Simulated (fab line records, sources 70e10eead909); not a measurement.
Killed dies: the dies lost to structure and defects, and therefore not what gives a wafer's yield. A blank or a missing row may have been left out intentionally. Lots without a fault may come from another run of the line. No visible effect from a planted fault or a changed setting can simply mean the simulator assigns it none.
Which tool did it? | flow nand-harc | 13 lots, 39 wafers sampled, at 2 steps of a route of 1159

== WHAT EACH GAUGE READ, for each wafer ==
NHARC_A_SLIT_INSPECT_11. Usual: raw-defect-count 23, standard deviation 11.
lot  | measured     | on                | raw-defect-count | flag
L375 | day 14 11:11 | defect-inspect-01 | 20 12 31         |
L377 | day 15 04:56 | defect-inspect-01 | 7 13 25          |
L378 | day 15 06:01 | defect-inspect-02 | 19 25 26         |
L379 | day 15 14:26 | defect-inspect-01 | 36 35 25         |
L382 | day 16 10:25 | defect-inspect-02 | 9 9 14           |
L383 | day 16 19:32 | defect-inspect-01 | 21 22 23         |
L386 | day 16 20:55 | defect-inspect-01 | 23 17 22         |
L385 | day 16 21:17 | defect-inspect-01 | 25 26 30         |
L388 | day 17 17:03 | defect-inspect-02 | 22 27 39         |
L392 | day 19 00:04 | defect-inspect-01 | 36 37 24         |
L393 | day 19 03:50 | defect-inspect-01 | 39 41 37         |
L395 | day 19 17:32 | defect-inspect-01 | 41 33 40         |
L398 | day 20 03:34 | defect-inspect-01 | 15 19 18         |

NHARC_A_SLIT_CD_MEAS_21. Usual: cd-nm 289.4 nm, standard deviation 1.
lot  | measured     | on        | cd-nm (nm)        | flag
L375 | day 14 14:40 | cd-sem-03 | 290.9 290.6 290.5 |
L377 | day 15 08:25 | cd-sem-03 | 289.8 288.9 289.7 |
L378 | day 15 10:06 | cd-sem-02 | 289.3 291.0 291.9 |
L379 | day 15 17:55 | cd-sem-03 | 289.9 290.8 289.6 |
L382 | day 16 13:53 | cd-sem-02 | 286.4 287.8 286.9 |
L383 | day 17 01:54 | cd-sem-02 | 289.6 289.6 289.1 |
L386 | day 17 02:43 | cd-sem-02 | 290.5 290.1 289.2 |
L385 | day 17 03:37 | cd-sem-01 | 289.0 289.7 288.6 |
L388 | day 17 22:01 | cd-sem-01 | 290.0 288.9 289.7 |
L392 | day 19 03:31 | cd-sem-03 | 289.6 289.5 289.6 |
L393 | day 19 07:18 | cd-sem-03 | 289.5 290.2 289.9 |
L395 | day 19 21:00 | cd-sem-03 | 289.2 291.3 290.6 |
L398 | day 20 08:32 | cd-sem-02 | 289.3 288.9 288.6 |

== WHAT TOOL EACH LOT RAN ON (gives the tool, then ch and the chambers of the sampled wafers, and finally the start) ==
The record shows no process step preceding these readings.

== WHAT THE TOOLS THEMSELVES READ (means of the sampled wafers that have a number; where no wafer has one, the mark that the record gives instead) ==
The record holds no such reading with a usual standard deviation.

== THE ANSWER, worked out from the rows above alone ==
Rule: a lot counts as off when the mean over its wafers that have a number is more than 3 standard deviations away from the usual mean. A lot without any number at a reading at which 4 lots or more have one is off too. Any other lot the step has rows for is counted as sound. The gauges are gone through in route order, then the tools' own readings, and for those a lot's mean is taken as printed above. The first step at which some lot is off is used, and at that step the reading that is off furthest; a lot without a number counts as furthest.
None of the lots is off at any reading shown; this tells nothing.

== WHAT THE SIMULATOR HAD INSERTED ==
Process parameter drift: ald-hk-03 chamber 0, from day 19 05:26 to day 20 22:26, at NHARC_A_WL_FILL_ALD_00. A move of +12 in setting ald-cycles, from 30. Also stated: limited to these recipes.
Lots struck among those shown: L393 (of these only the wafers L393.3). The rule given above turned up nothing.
